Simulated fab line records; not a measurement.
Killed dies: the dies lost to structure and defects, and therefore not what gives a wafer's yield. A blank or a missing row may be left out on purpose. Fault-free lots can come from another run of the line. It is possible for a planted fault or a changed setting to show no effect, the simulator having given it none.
fab line records	flow n5Finfet
record: lots: 5	wafers: 15	lastDay: 18
route steps=1938 shown BEOL_M4@1099 BEOL_M5@1112 BEOL_M10@1512 PASSIVATION@1936
lots that met no fault: from a run of the same line without faults
startH: hours from the record's first day to the start of the lot's first wafer shown	waitH: hours since the lot's step before	" unchanged from the row above	L1.1+2: one row covering several wafers at once	- no value, or no start was given	* or withheld: withheld	< > ~ a bound
route shown NAME@n: names a module that has steps shown in the file, with the first one's number in the route	usual: mean and standard deviation over wafers with no fault	same: alike in all rows	chamber/n: place in a boat	sites: the reading at each site	_std_site: how widely they spread, as a standard deviation	_edge_site: outer sites' mean less inner sites'	radiusMm: how far each site lies from the wafer's centre	mask NAME#n: copy n	behind: the last tool/chamber to shape the wafer	hold: what put the lot on hold/how long, in hours/how the hold closed	device: which transistor (n, p or np) failed to switch	end of line: the tests these same wafers got at the end of their route	a step given without rows: its recipe and nothing more	killed: the dies lost at the first sort to structure and to defects; this is not the yield of the wafer	map: shows each die of a wafer: x if killed, . if not, _ if none is there
set.NAME: setting as actually run; set.NAME@STEP: the setting as run at that earlier step	model.NAME: the simulator's own value behind a step, which no gauge read
certain route steps with their lots: each step a table, each wafer a row
services: when a tool's chamber went out of use (startH, in hours from the record's first day, below 0 if earlier), for how many hours, and the reason
== steps ==
step: N5_BEOL_M4_ANNEAL_95
recipe: tempC: 400	timeS: 240	ambient: vacuum
step: N5_BEOL_M4_SPUTTER_96
recipe: material: Cu	targetThkA: 45	tempC: -20	chamberPressurePa: 0.07	powerW: withheld	timeS: 8.29
step: N5_BEOL_M4_ECD_50
recipe: material: Cu	targetThkA: 3000
step: N5_BEOL_M4_ANNEAL_51
recipe: tempC: 225	timeS: 90	ambient: N2
step: N5_BEOL_M4_CMP_52
recipe: stopOn: SiOC	tOverpolishS: 6.8	downForcePsi: 1	platenRpm: 50	clearingPlatenDownForcePsi: 1.5	clearingPlatenRpm: 50	postCmpClean: cuAlkaline	targetThkNm: 40	clearingPlatenPadVelocityMS: 0.99484	padVelocityMS: 0.99484
step: N5_BEOL_M4_PRE_CLEAN_60
recipe: gas: NH3/H2	timeS: 15	tempC: *	rfPowerW: 300
step: N5_BEOL_M4_CO_CAP_55
recipe: material: Co	targetThkA: 20	tempC: 200	precursor: CCTBA/H2	pressureTorr: 30	timeS: 102.1
step: N5_BEOL_M4_PRE_CLEAN_56
recipe: gas: NH3	timeS: 15	tempC: withheld	rfPowerW: 300
step: N5_BEOL_M4_DEP_57
recipe: material: SiCN	targetThkA: 80	tempC: withheld	precursor: 3MS/NH3	pressureTorr: 3	rfW: 202	timeS: 14
step: N5_BEOL_M4_RC_MEAS_101
usual: DIBL_N: 36.3/1.6	DIBL_P: 36.5/1.6	IOFF_N: 0.163/0.026	IOFF_P: 0.22/0.033	ION_N: 676/9.9	ION_P: 464/6.5	SS_N: 71.5/0.5	SS_P: 73.3/0.64	VT_N: 249.3/2.9	VT_P: -250/3.2
lot.wafer	tool	chamber	startH	waitH	DIBL_N[mV/V]	DIBL_P[mV/V]	IOFF_N[nA/um]	IOFF_P[nA/um]	ION_N[uA/um]	ION_P[uA/um]	SS_N[mV/dec]	SS_P[mV/dec]	VT_N[mV]	VT_P[mV]
L297.2	prober-01	0	260.99	0.2	35.4	34.1	0.133	0.18	672	458	71.2	73.2	250.0	-254
L297.3	"	0	"	"	36.5	35.3	0.158	0.20	678	459	70.6	72.9	247.9	-253
L297.6	"	0	"	"	36.1	35.0	0.145	0.20	672	461	70.6	73.3	249.6	-252
L303.4	prober-01	0	283.08	0.5	37.4	36.6	0.164	0.23	691	472	71.9	72.7	245.5	-246
L303.5	"	0	"	"	37.8	36.6	0.180	0.22	690	474	71.4	72.9	244.9	-247
L303.6	"	0	"	"	37.0	35.2	0.155	0.20	674	466	72.0	72.9	251.6	-248
L302.2	prober-01	0	287.39	0.2	38.8	38.5	0.192	0.26	680	466	71.7	73.6	248.1	-248
L302.3	"	0	"	"	38.7	38.9	0.184	0.25	670	465	72.1	73.6	247.4	-249
L302.5	"	0	"	"	38.1	38.0	0.178	0.23	683	469	71.0	74.0	248.4	-249
L305.2	prober-01	0	304.34	0.2	36.2	39.3	0.170	0.23	669	460	71.8	74.0	246.4	-248
L305.3	"	0	"	"	35.7	38.4	0.167	0.22	679	460	71.3	73.0	249.9	-248
L305.5	"	0	"	"	35.8	38.8	0.165	0.22	681	468	71.3	74.3	249.0	-250
L306.1	prober-01	0	309.23	0.0	35.3	35.1	0.138	0.19	666	459	70.7	73.3	252.5	-253
L306.4	"	0	"	"	35.9	36.4	0.150	0.21	681	466	71.1	73.1	249.6	-251
L306.5	"	0	"	"	37.2	37.8	0.168	0.23	678	461	71.6	74.1	251.5	-251
step: N5_BEOL_M5_ILD_DEP_00
recipe: material: SiCOH_lowk	targetThkA: 1406.4	tempC: 300	precursor: DEMS/porogen	pressureTorr: 5	rfW: 500	timeS: 25.9
step: N5_BEOL_M5_CURE_79
recipe: tempC: 385	timeS: 240	ambient: He/Ar	material: SiCOH_lowk
step: N5_BEOL_M5_PECVD_70
recipe: material: SiO2	targetThkA: 160	tempC: 400	precursor: TEOS/O2	pressureTorr: 5.5	rfW: 450	teosFlowSccm: 53.8	gas: O2	flowSccm: 3000	timeS: 18
step: N5_BEOL_M5_HM_DEP_02
recipe: material: TiN	targetThkA: 200	tempC: 25	chamberPressurePa: 0.49996
step: N5_BEOL_M5_COAT_59
recipe: resist: SOC	tempC: 250	timeS: 60	spinRpm: 1500	resistThkNm: 60
step: N5_BEOL_M5_COAT_60
recipe: resist: SiARC	tempC: 220	timeS: 60	spinRpm: 1500	resistThkNm: 12
step: N5_BEOL_M5_COAT_71
recipe: resist: underlayer	tempC: 205	timeS: 60	spinRpm: 1500	resistThkNm: 5
step: N5_BEOL_M5_COAT_05
recipe: resist: CAR-EUV	spinRpm: 1500	resistThkNm: 30
step: N5_BEOL_M5_EBR_07
recipe: solvent: PGMEA	ebrWidthMm: 1.5
step: N5_BEOL_M5_SOFTBAKE_06
recipe: tempC: 110	timeS: 60	resist: CAR-EUV
step: N5_BEOL_M5_EXPOSE_08
recipe: maskId: M5	na: 0.33	sourceShape: annular	sigmaInner: 0.4	sigmaOuter: 0.8	polarization: unpolarized	targetCdNm: 28	doseMj: 35.75
step: N5_BEOL_M5_PEB_09
recipe: pebTempC: 100	pebTimeS: 60	resist: CAR-EUV
step: N5_BEOL_M5_DEVELOP_10
recipe: developTimeS: 30	developer: TMAH	resist: CAR-EUV	rinseLiquid: surfactantRinse	dry: airSpin	devTempC: 23
step: N5_BEOL_M5_DESCUM_16
recipe: chemistry: O2	timeS: 7	sourcePowerW: 50	biasPowerW: 20	pressureMtorr: 20	rfFrequencyHz: 2.712e+07	tempC: 40	resist: CAR-EUV	o2FlowSccm: 225
step: N5_BEOL_M5_ETCH_72
recipe: chemistry: N2/H2	target: underlayer	targetDepthA: 65	maskMaterial: CAR-EUV	timeS: 5.2	ionEnergyEv: 200	pressureMtorr: 30	sourceW: 840	biasW: 150	n2FlowSccm: 200	h2FlowSccm: 200	ends: cleared
step: N5_BEOL_M5_ETCH_61
recipe: chemistry: CF4	target: SiARC	targetDepthA: 156	maskMaterial: CAR-EUV	timeS: 26	ionEnergyEv: 80	pressureMtorr: 40	sourceW: 545	biasW: 36	Ar_flow_sccm: 100	cf4FlowSccm: 100	ends: cleared
step: N5_BEOL_M5_ETCH_62
recipe: chemistry: N2/H2	target: SOC	targetDepthA: 750	overetchA: 150	maskMaterial: SiARC	tempC: 40	timeS: 112.5	ionEnergyEv: 200	pressureMtorr: 30	sourceW: 840	biasW: 150	n2FlowSccm: 200	h2FlowSccm: 200
step: N5_BEOL_M5_STRIP_63
recipe: chemistry: N2/H2	tempC: 40	n2FlowSccm: 200	h2FlowSccm: 200	rfFrequencyHz: 6e+07
step: N5_BEOL_M5_STRIP_73
recipe: chemistry: N2/H2	tempC: 40	n2FlowSccm: 200	h2FlowSccm: 200	rfFrequencyHz: 6e+07
step: N5_BEOL_M5_STRIP_64
recipe: chemistry: CF4	resist: SiARC	powerW: 300	biasPowerW: 75	pressureMtorr: 50	cf4FlowSccm: 150	rfFrequencyHz: 6e+07
step: N5_BEOL_M5_HM_OPEN_17
recipe: chemistry: Cl2/BCl3	targetDepthA: 200	overetchA: 60	target: TiN	maskMaterial: SOC	ionEnergyEv: 150	pressureMtorr: 10	icpW: 1000	biasW: 126	Cl2_flow_sccm: 53.25	bcl3FlowSccm: 21.75	Ar_flow_sccm: 25
step: N5_BEOL_M5_STRIP_19
recipe: chemistry: O2	powerW: 400	tempC: 40	pressureMtorr: 30	rfFrequencyHz: 6e+07	biasPowerW: 0	overashFraction: 0.2	o2FlowSccm: 225
step: N5_BEOL_M5_COAT_65
recipe: resist: SOC	tempC: 250	timeS: 60	spinRpm: 1500	resistThkNm: 60
step: N5_BEOL_M5_COAT_66
recipe: resist: SiARC	tempC: 220	timeS: 60	spinRpm: 1500	resistThkNm: 12
step: N5_BEOL_M10_TRENCH_ETCH_37
recipe: chemistry: C4F6/O2	targetDepthA: 1488.3	target: SiCOH_lowk	timeS: 48	ionEnergyEv: 250	pressureMtorr: 30	sourceW: 345	biasW: 185	Ar_flow_sccm: 300	C4F6_flow_sccm: 10	O2_flow_sccm: 10
usual: C4F6_flow_sccm: 10.00/0.033	O2_flow_sccm: 10.000/0.029	biasW: 185.0/0.56	drypumpMotorCurrentA: 5.9/0.32	mfcArSccm: 300.0/0.81	oesProductAu: 0.78/0.078	rfVppV: 665/6.4	showerheadPlenumPTorr: 2.81/0.097	throttleValvePct: 20.92/0.3
lot.wafer	tool	chamber	startH	waitH	C4F6_flow_sccm	O2_flow_sccm	biasW	drypumpMotorCurrentA	mfcArSccm	oesProductAu	rfHoursCounterH	rfVppV	showerheadPlenumPTorr	throttleValvePct	model.TiN_of_BEOL_M10_HM_DEP_02.thkNm
L297.2	rieDiel-01	0	313.40	-	10.04	10.018	184.4	6.1	299.1	0.77	151	667	2.72	20.61	16
L297.3	"	2	"	"	9.95	9.988	184.8	6.2	300.9	0.98	0	665	2.81	20.57	16
L297.6	"	0	"	"	10.00	10.012	184.8	6.1	300.0	0.77	-	669	2.72	20.60	16
L303.4	rieDiel-04	0	341.40	-	-	-	-	-	-	-	-	-	-	-	20.2
L303.5	"	2	"	"	-	-	-	-	-	-	-	-	-	-	20.2
L303.6	"	1	"	"	-	-	-	-	-	-	-	-	-	-	20.2
L302.2	rieDiel-01	3	342.44	-	-	-	-	-	-	-	-	-	-	-	20
L302.3	"	1	"	"	-	-	-	-	-	-	-	-	-	-	20
L302.5	"	1	"	"	-	-	-	-	-	-	-	-	-	-	19.8
L305.2	rieDiel-03	3	353.19	-	-	-	-	-	-	-	-	-	-	-	19.8
L305.3	"	1	"	"	-	-	-	-	-	-	-	-	-	-	19.8
L305.5	"	3	"	"	-	-	-	-	-	-	-	-	-	-	19.6
L306.1	rieDiel-01	1	365.02	-	10.06	10.006	184.5	5.9	299.3	0.88	38	663	2.78	20.64	15.8
L306.4	"	3	"	"	9.99	10.003	184.9	5.7	300.0	0.73	191	659	2.71	21.18	16
L306.5	"	3	"	"	10.04	9.976	185.4	5.7	300.4	0.72	-	660	2.71	21.20	16
step: N5_BEOL_M10_OCD_MEAS_38
usual: trenchDepthNm: 148.5/2.4
lot.wafer	tool	chamber	startH	waitH	trenchDepthNm
L297.2	ocd-02	-	313.59	-	147.8
L297.3	"	-	"	"	149.1
L297.6	"	-	"	"	148.2
L303.4	ocd-02	-	341.59	-	0.0
L303.5	"	-	"	"	0.2
L303.6	"	-	"	"	0
L302.2	ocd-01	-	342.62	-	0.5
L302.3	"	-	"	"	0.3
L302.5	"	-	"	"	0.2
L305.2	ocd-01	-	353.37	-	0
L305.3	"	-	"	"	0.5
L305.5	"	-	"	"	0
L306.1	ocd-02	-	365.20	-	152.0
L306.4	"	-	"	"	149.5
L306.5	"	-	"	"	150.8
step: N5_BEOL_M10_CMP_52
recipe: stopOn: SiCOH_lowk	tOverpolishS: 7	downForcePsi: 1	platenRpm: 50	clearingPlatenDownForcePsi: 1.5	clearingPlatenRpm: 50	postCmpClean: cuAlkaline	targetThkNm: 140	clearingPlatenPadVelocityMS: 0.99484	padVelocityMS: 0.99484
usual: motorCurrentA: 5.9/0.5
lot.wafer	tool	chamber	startH	waitH	motorCurrentA	model.Cu_of_BEOL_M10_ECD_50.thkNm
L297.2	cmp-04	2	317.22	0.2	7.3	139
L297.3	"	3	"	"	5.7	139.6
L297.6	"	1	"	"	5.8	139.2
L303.4	cmp-04	1	344.30	0.3	6.2	1.4
L303.6	"	2	"	"	6.4	1.6
L303.5	"	3	"	"	5.7	0
L302.2	cmp-04	1	344.77	0.2	6.3	0
L302.3	"	0	"	"	5.4	0.2
L302.5	"	2	"	"	6.9	0.8
L305.3	cmp-04	3	355.93	0.2	5.4	0.2
L305.2	"	0	"	"	5.5	0
L305.5	"	0	"	"	5.2	0
L306.1	cmp-02	3	367.75	0.3	5.7	143.6
L306.4	"	0	"	"	5.3	140.8
L306.5	"	0	"	"	5.6	141
step: N5_PASSIVATION_PROBE_49
usual: defectLimitedYield: 91.2/1.5	killed_at_M0_to_M3: 32/9.6	killed_at_M4_up: 13/5.3	killedAtContacts: 13/6.7	killedAtFrontEnd: 42/11	killedAtOther: 3.8/2.9	killedDies: 103/17	killedOnRim: 14/4.4	killedOpen: 67/13	killedShort: 35/7.9	sort_bin_5_function: 5.2/0.94	sort_bin_6_memory: 3.3/0.64	sortNPass: 1077/17	sortYieldPct: 91.2/1.5
same: grossDies: 1180	killedAtBackSide: 0	sort_bin_4_leakage[%]: 0	sort_bin_8_speed[%]: 0
lot.wafer	tool	chamber	startH	waitH	defectLimitedYield[%]	killed_at_M0_to_M3	killed_at_M4_up	killedAtContacts	killedAtFrontEnd	killedAtOther	killedDies	killedOnRim	killedOpen	killedShort	sort_bin_5_function[%]	sort_bin_6_memory[%]	sortNPass	sortYieldPct[%]
L297.2	prober-02	-	371.22	0.1	90.6	50	8	17	36	0	111	19	69	41	5.5	3.5	1069	90.6
L297.3	prober-02	-	371.27	0.1	90.7	39	14	24	33	0	110	15	70	40	5.7	3.3	1070	90.7
L297.6	prober-02	-	371.42	0.3	89.8	33	12	25	48	2	120	16	73	44	5.6	3.8	1060	89.8
L302.2	prober-02	-	412.32	0.1	0	22	1111	15	31	1	1180	152	58	22	97.8	2.0	0	0
L302.3	prober-02	-	412.37	0.1	0	29	1100	5	45	1	1180	152	63	28	96.3	3.6	0	0
L302.5	prober-02	-	412.47	0.2	0	33	1115	10	22	0	1180	152	49	28	96.9	2.6	0	0
L303.4	prober-02	-	414.81	0.2	0	33	1068	27	50	2	1180	152	80	44	95.8	3.7	0	0
L303.5	prober-02	-	414.86	0.2	0	32	1087	23	34	4	1180	152	77	25	96.6	3.2	0	0
L303.6	prober-02	-	414.91	0.3	0	41	1065	25	46	3	1180	152	78	43	96.1	3.6	0	0
L305.2	prober-01	-	414.99	0.1	0	55	1073	16	32	4	1180	152	78	37	95.0	4.2	0	0
L305.3	prober-01	-	415.04	0.1	0	31	1098	10	39	2	1180	152	63	32	96.4	3.3	0	0
L305.5	prober-01	-	415.14	0.2	0	44	1090	13	30	3	1180	152	65	37	96.4	3.2	0	0
L306.1	prober-01	-	432.57	0.0	90.6	36	19	10	44	2	111	13	75	34	5.3	3.6	1069	90.6
L306.4	prober-01	-	432.72	0.2	92.5	26	10	6	42	4	88	11	56	31	4.1	3.3	1092	92.5
L306.5	prober-01	-	432.77	0.2	91.3	20	13	20	50	0	103	14	71	32	5.4	3.1	1077	91.3
killed by level:class
L297.2 BEOL_M0_SAQP:geometricParticle:open=20 BEOL_M0_SAQP:geometricParticle:short=17 MOL_CONTACT_COAG:geometricParticle:open=13 FIN_SAQP:geometricParticle:open=9 FIN_SAQP:geometricParticle:short=7 STI_FIN_REVEAL:geometricParticle:open=6 MOL_CONTACT_COAG:geometricParticle:short=4 GATE_CUT:geometricParticle:short=3
L297.3 MOL_CONTACT_COAG:geometricParticle:open=15 FIN_SAQP:geometricParticle:short=10 BEOL_M0_SAQP:geometricParticle:open=10 BEOL_M0_SAQP:geometricParticle:short=10 MOL_CONTACT_COAG:geometricParticle:short=9 FIN_SAQP:geometricParticle:open=6 BEOL_M3:geometricParticle:open=6 DUMMY_GATE:geometricParticle:open=5
L297.6 MOL_CONTACT_COAG:geometricParticle:open=19 STI_FIN_REVEAL:geometricParticle:open=9 BEOL_M0_SAQP:geometricParticle:short=9 FIN_SAQP:geometricParticle:open=8 BEOL_M0_SAQP:geometricParticle:open=7 MOL_CONTACT_COAG:geometricParticle:short=6 BEOL_M4:geometricParticle:open=5 FIN_SAQP:geometricParticle:short=4
L302.2 BEOL_M10:areaEtch=1100 MOL_CONTACT_COAG:geometricParticle:open=11 DUMMY_GATE:geometricParticle:open=7 BEOL_M4:geometricParticle:open=7 STI_FIN_REVEAL:geometricParticle:open=5 BEOL_M0_SAQP:geometricParticle:open=5 GATE_CUT:geometricParticle:open=4 MOL_CONTACT_COAG:geometricParticle:short=4
L302.3 BEOL_M10:areaEtch=1089 DUMMY_GATE:geometricParticle:open=10 BEOL_M0_SAQP:geometricParticle:open=9 STI_FIN_REVEAL:geometricParticle:open=8 GATE_CUT:geometricParticle:open=6 GATE_CUT:geometricParticle:short=6 BEOL_M0_SAQP:geometricParticle:short=6 BEOL_M2:geometricParticle:open=6
L302.5 BEOL_M10:areaEtch=1102 BEOL_M0_SAQP:geometricParticle:open=16 BEOL_M0_SAQP:geometricParticle:short=12 MOL_CONTACT_COAG:geometricParticle:open=7 FIN_SAQP:geometricParticle:open=5 GATE_CUT:geometricParticle:short=4 BEOL_M4:geometricParticle:open=4 FIN_SAQP:geometricParticle:short=3
L303.4 BEOL_M10:areaEtch=1055 MOL_CONTACT_COAG:geometricParticle:open=21 FIN_SAQP:geometricParticle:short=15 STI_FIN_REVEAL:geometricParticle:open=12 FIN_SAQP:geometricParticle:open=9 BEOL_M2:geometricParticle:open=8 BEOL_M0_SAQP:geometricParticle:short=8 BEOL_M1:geometricParticle:open=7
L303.5 BEOL_M10:areaEtch=1076 MOL_CONTACT_COAG:geometricParticle:open=19 STI_FIN_REVEAL:geometricParticle:open=12 FIN_SAQP:geometricParticle:open=8 BEOL_M2:geometricParticle:open=7 BEOL_M0_SAQP:geometricParticle:open=7 BEOL_M0_SAQP:geometricParticle:short=6 BEOL_M4:geometricParticle:open=5
L303.6 BEOL_M10:areaEtch=1056 MOL_CONTACT_COAG:geometricParticle:open=16 FIN_SAQP:geometricParticle:open=15 BEOL_M2:geometricParticle:open=13 FIN_SAQP:geometricParticle:short=10 MOL_CONTACT_COAG:geometricParticle:short=9 BEOL_M0_SAQP:geometricParticle:short=6 GATE_CUT:geometricParticle:short=5
L305.2 BEOL_M10:areaEtch=1064 BEOL_M1:geometricParticle:open=18 MOL_CONTACT_COAG:geometricParticle:open=15 BEOL_M2:geometricParticle:open=13 BEOL_M0_SAQP:geometricParticle:short=8 FIN_SAQP:geometricParticle:short=6 BEOL_M3:geometricParticle:open=6 FIN_SAQP:geometricParticle:open=5
L305.3 BEOL_M10:areaEtch=1083 STI_FIN_REVEAL:geometricParticle:open=10 MOL_CONTACT_COAG:geometricParticle:open=9 BEOL_M1:geometricParticle:open=9 BEOL_M2:geometricParticle:open=7 FIN_SAQP:geometricParticle:short=6 GATE_CUT:geometricParticle:short=6 STI_FIN_REVEAL:geometricParticle:short=4
L305.5 BEOL_M10:areaEtch=1076 MOL_CONTACT_COAG:geometricParticle:open=11 BEOL_M0_SAQP:geometricParticle:open=10 BEOL_M1:geometricParticle:open=9 BEOL_M3:geometricParticle:open=7 BEOL_M0:geometricParticle:short=6 BEOL_M0_SAQP:geometricParticle:short=5 STARTING-WAFER:geometricParticle:short=5
L306.1 BEOL_M0_SAQP:geometricParticle:open=14 BEOL_M0_SAQP:geometricParticle:short=11 FIN_SAQP:geometricParticle:open=9 STI_FIN_REVEAL:geometricParticle:open=9 MOL_CONTACT_COAG:geometricParticle:open=8 BEOL_M4:geometricParticle:open=7 BEOL_M1:geometricParticle:open=6 FIN_SAQP:geometricParticle:short=4
L306.4 STI_FIN_REVEAL:geometricParticle:open=21 BEOL_M0_SAQP:geometricParticle:short=8 FIN_SAQP:geometricParticle:open=5 BEOL_M1:geometricParticle:open=5 FIN_SAQP:geometricParticle:short=3 STI_FIN_REVEAL:geometricParticle:short=3 MOL_CONTACT_COAG:geometricParticle:short=3 STARTING-WAFER:geometricParticle:open=3
L306.5 MOL_CONTACT_COAG:geometricParticle:open=18 FIN_SAQP:geometricParticle:short=14 FIN_SAQP:geometricParticle:open=12 STI_FIN_REVEAL:geometricParticle:open=8 BEOL_M3:geometricParticle:open=6 BEOL_M0_SAQP:geometricParticle:open=5 ILD0:geometricParticle:short=4 BEOL_M0_SAQP:geometricParticle:short=4
map L302.2 (x killed, . not)
_________________xxxxxxxxxxxx________________
______________xxxxxxxxxxxxxxxxxx_____________
___________xxxxxxxxxxxxxxxxxxxxxxxx__________
__________xxxxxxxxxxxxxxxxxxxxxxxxxx_________
________xxxxxxxxxxxxxxxxxxxxxxxxxxxxxx_______
_______xxxxxxxxxxxxxxxxxxxxxxxxxxxxxxxx______
______xxxxxxxxxxxxxxxxxxxxxxxxxxxxxxxxxx_____
_____xxxxxxxxxxxxxxxxxxxxxxxxxxxxxxxxxxxx____
____xxxxxxxxxxxxxxxxxxxxxxxxxxxxxxxxxxxxxx___
___xxxxxxxxxxxxxxxxxxxxxxxxxxxxxxxxxxxxxxxx__
___xxxxxxxxxxxxxxxxxxxxxxxxxxxxxxxxxxxxxxxx__
__xxxxxxxxxxxxxxxxxxxxxxxxxxxxxxxxxxxxxxxxxx_
__xxxxxxxxxxxxxxxxxxxxxxxxxxxxxxxxxxxxxxxxxx_
_xxxxxxxxxxxxxxxxxxxxxxxxxxxxxxxxxxxxxxxxxxxx
_xxxxxxxxxxxxxxxxxxxxxxxxxxxxxxxxxxxxxxxxxxxx
_xxxxxxxxxxxxxxxxxxxxxxxxxxxxxxxxxxxxxxxxxxxx
_xxxxxxxxxxxxxxxxxxxxxxxxxxxxxxxxxxxxxxxxxxxx
_xxxxxxxxxxxxxxxxxxxxxxxxxxxxxxxxxxxxxxxxxxxx
_xxxxxxxxxxxxxxxxxxxxxxxxxxxxxxxxxxxxxxxxxxxx
_xxxxxxxxxxxxxxxxxxxxxxxxxxxxxxxxxxxxxxxxxxxx
_xxxxxxxxxxxxxxxxxxxxxxxxxxxxxxxxxxxxxxxxxxxx
__xxxxxxxxxxxxxxxxxxxxxxxxxxxxxxxxxxxxxxxxxx_
__xxxxxxxxxxxxxxxxxxxxxxxxxxxxxxxxxxxxxxxxxx_
___xxxxxxxxxxxxxxxxxxxxxxxxxxxxxxxxxxxxxxxx__
___xxxxxxxxxxxxxxxxxxxxxxxxxxxxxxxxxxxxxxxx__
____xxxxxxxxxxxxxxxxxxxxxxxxxxxxxxxxxxxxxx___
_____xxxxxxxxxxxxxxxxxxxxxxxxxxxxxxxxxxxx____
______xxxxxxxxxxxxxxxxxxxxxxxxxxxxxxxxxx_____
_______xxxxxxxxxxxxxxxxxxxxxxxxxxxxxxxx______
________xxxxxxxxxxxxxxxxxxxxxxxxxxxxxx_______
__________xxxxxxxxxxxxxxxxxxxxxxxxxx_________
___________xxxxxxxxxxxxxxxxxxxxxxxx__________
______________xxxxxxxxxxxxxxxxxx_____________
_________________xxxxxxxxxxxx________________
map L303.4 (x killed, . not)
_________________xxxxxxxxxxxx________________
______________xxxxxxxxxxxxxxxxxx_____________
___________xxxxxxxxxxxxxxxxxxxxxxxx__________
__________xxxxxxxxxxxxxxxxxxxxxxxxxx_________
________xxxxxxxxxxxxxxxxxxxxxxxxxxxxxx_______
_______xxxxxxxxxxxxxxxxxxxxxxxxxxxxxxxx______
______xxxxxxxxxxxxxxxxxxxxxxxxxxxxxxxxxx_____
_____xxxxxxxxxxxxxxxxxxxxxxxxxxxxxxxxxxxx____
____xxxxxxxxxxxxxxxxxxxxxxxxxxxxxxxxxxxxxx___
___xxxxxxxxxxxxxxxxxxxxxxxxxxxxxxxxxxxxxxxx__
___xxxxxxxxxxxxxxxxxxxxxxxxxxxxxxxxxxxxxxxx__
__xxxxxxxxxxxxxxxxxxxxxxxxxxxxxxxxxxxxxxxxxx_
__xxxxxxxxxxxxxxxxxxxxxxxxxxxxxxxxxxxxxxxxxx_
_xxxxxxxxxxxxxxxxxxxxxxxxxxxxxxxxxxxxxxxxxxxx
_xxxxxxxxxxxxxxxxxxxxxxxxxxxxxxxxxxxxxxxxxxxx
_xxxxxxxxxxxxxxxxxxxxxxxxxxxxxxxxxxxxxxxxxxxx
_xxxxxxxxxxxxxxxxxxxxxxxxxxxxxxxxxxxxxxxxxxxx
_xxxxxxxxxxxxxxxxxxxxxxxxxxxxxxxxxxxxxxxxxxxx
_xxxxxxxxxxxxxxxxxxxxxxxxxxxxxxxxxxxxxxxxxxxx
_xxxxxxxxxxxxxxxxxxxxxxxxxxxxxxxxxxxxxxxxxxxx
_xxxxxxxxxxxxxxxxxxxxxxxxxxxxxxxxxxxxxxxxxxxx
__xxxxxxxxxxxxxxxxxxxxxxxxxxxxxxxxxxxxxxxxxx_
__xxxxxxxxxxxxxxxxxxxxxxxxxxxxxxxxxxxxxxxxxx_
___xxxxxxxxxxxxxxxxxxxxxxxxxxxxxxxxxxxxxxxx__
___xxxxxxxxxxxxxxxxxxxxxxxxxxxxxxxxxxxxxxxx__
____xxxxxxxxxxxxxxxxxxxxxxxxxxxxxxxxxxxxxx___
_____xxxxxxxxxxxxxxxxxxxxxxxxxxxxxxxxxxxx____
______xxxxxxxxxxxxxxxxxxxxxxxxxxxxxxxxxx_____
_______xxxxxxxxxxxxxxxxxxxxxxxxxxxxxxxx______
________xxxxxxxxxxxxxxxxxxxxxxxxxxxxxx_______
__________xxxxxxxxxxxxxxxxxxxxxxxxxx_________
___________xxxxxxxxxxxxxxxxxxxxxxxx__________
______________xxxxxxxxxxxxxxxxxx_____________
_________________xxxxxxxxxxxx________________
== services ==
tool	chamber	startH	hours	kind
rieDiel-01	2	290.57	-	clean
rieDiel-01	2	290.57	-	consumableReplace:focusRing
rieDiel-01	2	290.57	21.6	scheduledDown
rieDiel-01	2	290.57	21.6	ventCycle
cmp-04	-	301.93	4.0	pm
cmp-04	-	305.93	-	consumableReplace:conditioner
cmp-04	-	305.93	-	consumableReplace:pad
cmp-04	-	323.99	2.3	repair
cmp-02	-	326.83	0.7	repair
rieDiel-04	1	344.77	30.9	repair
cmp-02	-	348.91	3.7	pm
cmp-02	-	352.96	1.1	repair
rieDiel-03	-	361.14	2.8	pm
== key ==
firstSign: step: N5_BEOL_M10_TRENCH_ETCH_37	reading: toolRecord	direction: missing
effect: step: N5_BEOL_M10_OCD_MEAS_38	reading: trenchDepthNm	direction: down	sigmas: 62	usual: 148.5	struck: 0.2
effect: step: N5_PASSIVATION_PROBE_49	reading: killed_at_M4_up	direction: up	sigmas: 99+	usual: 13	struck: 1090
modelEffect: step: N5_BEOL_M10_TRENCH_ETCH_37	value: TiN_of_BEOL_M10_HM_DEP_02.thkNm	without: 15.78	struck: 19.96
modelEffect: step: N5_BEOL_M10_CMP_52	value: Cu_of_BEOL_M10_ECD_50.thkNm	without: 141.2	struck: 0.4667
moreKillsBornAt: N5_BEOL_M10_TRENCH_ETCH_37@rieDiel-01: 3291	N5_BEOL_M10_TRENCH_ETCH_37@rieDiel-03: 3223	N5_BEOL_M10_TRENCH_ETCH_37@rieDiel-04: 3187
metAt N5_BEOL_M10_TRENCH_ETCH_37
struckWafers L302.2,L302.3,L302.5,L303.4,L303.5,L303.6,L305.2,L305.3,L305.5
laterRowsLeftOut L302.2,L302.3,L302.5,L303.4,L303.5,L303.6,L305.2,L305.3,L305.5
onsetBetween 313.40 341.40
fault: kind: skippedStepWhole	tool: rieDiel-01,rieDiel-03,rieDiel-04	chamber: -	onsetH: 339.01	steps: N5_BEOL_M10_TRENCH_ETCH_37	scope: struckLotsOnly
laterRowsLeftOut: the simulator's readings of these wafers behind a module that went badly wrong aren't trusted and aren't shown, but for the sort
